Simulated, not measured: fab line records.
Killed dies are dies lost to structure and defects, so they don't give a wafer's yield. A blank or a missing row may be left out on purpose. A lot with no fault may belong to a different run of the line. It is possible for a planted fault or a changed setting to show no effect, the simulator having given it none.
Chamber matching | flow n5 finfet | rie si-02 running N5_FIN_SAQP_FIN_ETCH_36: 4 sister chambers
The step etches the open film in HBr/Cl2/O2, target depth 120 nm, time 50.4 s. 4 wafers are shown with their chamber, then 7 later ones without.

== EACH WAFER AND ITS CHAMBER ==
wafer  | chamber | throttle valve pct (%)
L084.6 | 0       | 36.44
L089.4 | 2       | 36.43
L094.1 | 3       | 36.18
L094.2 | 1       | 36.00

== WAFERS WITHOUT THEIR CHAMBER ==
wafer  | throttle valve pct (%)
L094.6 | 36.17
L096.1 | 36.02
L096.2 | 36.21
L096.3 | 36.17
L097.2 | 36.01
L097.4 | 36.20
L097.6 | 36.17

== CHAMBER TAKEN BY EACH ==
wafer  | from the rows above | in truth
L094.6 | 3                   | 3
L096.1 | 1                   | 1
L096.2 | 3                   | 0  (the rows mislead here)
L096.3 | 3                   | 3
L097.2 | 1                   | 1
L097.4 | 3                   | 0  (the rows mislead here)
L097.6 | 3                   | 3
Placed correctly: 5 of 7. Can't be placed from these rows: 0. Number placed wrongly: 2.
How it was worked out, from the rows above alone: a wafer's distance from a chamber is the root of the sum, over the readings, of the square of ((its reading less the chamber's mean) divided by the reading's scatter). The wafer belongs to the nearest chamber; if the next one is less than 2 further off, it can't be placed. The mean given for a chamber averages the wafers shown for that chamber. The scatter: root of mean squared gap, hidden wafer to nearest shown wafer, with one shown wafer a chamber.
